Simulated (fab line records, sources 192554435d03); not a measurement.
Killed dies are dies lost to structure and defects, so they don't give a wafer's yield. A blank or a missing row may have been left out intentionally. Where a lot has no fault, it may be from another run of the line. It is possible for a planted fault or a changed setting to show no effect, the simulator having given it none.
Split-lot study | flow n5 finfet | route with 1938 steps; 7 lots, 21 wafers read

## ON THE SPLIT
At N5_MIM_BOT_SPUTTER_00 (material TiN, target thk 35 nm, time 89.7 s), the setting time s was moved away from the recipe's 89.7 s on 5 of the 21 wafers read, by -5.9% to +11.7%. This setting was run at the recipe's value on the other wafers.

The reading is taken at the split's own step.

## THE READING
TiN_of_MIM_BOT_SPUTTER_00.thk nm (the simulator's own value, which no gauge read), in nm, at N5_MIM_BOT_SPUTTER_00 (material TiN, target thk 35 nm, time 89.7 s). No usual value for it is given in the file. Average 34.9 nm, standard deviation 0.51 nm, over the 16 wafers here run with the recipe.

wafer  | tool, chamber at the split | time s as run, s | against the recipe | TiN_of_MIM_BOT_SPUTTER_00.thk nm, nm | against lot-mates on the recipe
L074.3 | pvd sputter-01, -          | 89.7             | recipe             | 34.6                                 | -
L074.5 | pvd sputter-01, -          | 89.7             | recipe             | 34.8                                 | -
L074.6 | pvd sputter-01, -          | 89.7             | recipe             | 35.2                                 | -
L078.2 | pvd sputter-02, -          | 89.7             | recipe             | 34.2                                 | -
L078.5 | pvd sputter-02, -          | 89.7             | recipe             | 33.8                                 | -
L078.6 | pvd sputter-02, -          | 89.7             | recipe             | 33.8                                 | -
L079.1 | pvd sputter-03, -          | 89.7             | recipe             | 35.4                                 | -
L079.3 | pvd sputter-03, -          | 89.7             | recipe             | 35.4                                 | -
L079.2 | pvd sputter-03, -          | 89.7             | recipe             | 35.2                                 | -
L085.1 | pvd sputter-03, -          | 89.7             | recipe             | 35.2                                 | -
L085.3 | pvd sputter-03, -          | 85.33            | -4.9%              | 33.6                                 | -1.6
L085.6 | pvd sputter-03, -          | 85.33            | -4.9%              | 33.6                                 | -1.6
L096.2 | pvd sputter-03, -          | 84.39            | -5.9%              | 33                                   | -2.2
L096.6 | pvd sputter-03, -          | 84.39            | -5.9%              | 33                                   | -2.2
L096.3 | pvd sputter-03, -          | 89.7             | recipe             | 35.2                                 | -
L094.4 | pvd sputter-01, -          | 89.7             | recipe             | 35.4                                 | -
L094.5 | pvd sputter-01, -          | 89.7             | recipe             | 35                                   | -
L094.6 | pvd sputter-01, -          | 89.7             | recipe             | 35.2                                 | -
L097.2 | pvd sputter-01, -          | 89.7             | recipe             | 34.8                                 | -
L097.3 | pvd sputter-01, -          | 89.7             | recipe             | 35                                   | -
L097.4 | pvd sputter-01, -          | 100.2            | +11.7%             | 38.6                                 | +3.7

THE FIT
A straight line over all 21 wafers: TiN_of_MIM_BOT_SPUTTER_00.thk nm changes by +0.309 nm for each +1% of time s; r = +0.92; the points scatter about the line by 0.48 nm.
The same after taking each lot's own level away (the mean of its wafers on the recipe; 21 wafers): +0.333 nm for each +1%; r = +0.99; scatter 0.17 nm.
On that fit, the largest move of time s shifts the reading by 3.9 nm.
Across the lots, their own levels run from 33.93 to 35.33 nm, a range of 2.7 times the standard deviation given above.
Consequently the slope shifts little with the lot-to-lot level, the two slopes agreeing.
Check: +4.15 nm against its lot-mates is what the line predicts for one of the wafers moved furthest among these (+11.7%) when that wafer is left out of the fit. Against them it came out at +3.7 nm.

## FURTHER SPLITS ON THESE WAFERS
Note: prior to the reading, these wafers also went through further splits. Each is held against what the fit with the lots' levels taken away leaves over:
other split on the same wafers    | wafers away from the commonest value | r with TiN_of_MIM_BOT_SPUTTER_00.thk nm (lot level and that fit taken away)
N5_BEOL_M12_TRENCH_ETCH_34 time s | 7                                    | -0.02
N5_BEOL_M14_EXPOSE_25 dose mj     | 6                                    | +0.01
N5_BEOL_M14_DESCUM_33 time s      | 8                                    | -0.34

## THE FILE'S OWN FIT
TiN_of_MIM_BOT_SPUTTER_00.thk nm changes by +0.328 nm for each +1% of time s, r = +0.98.
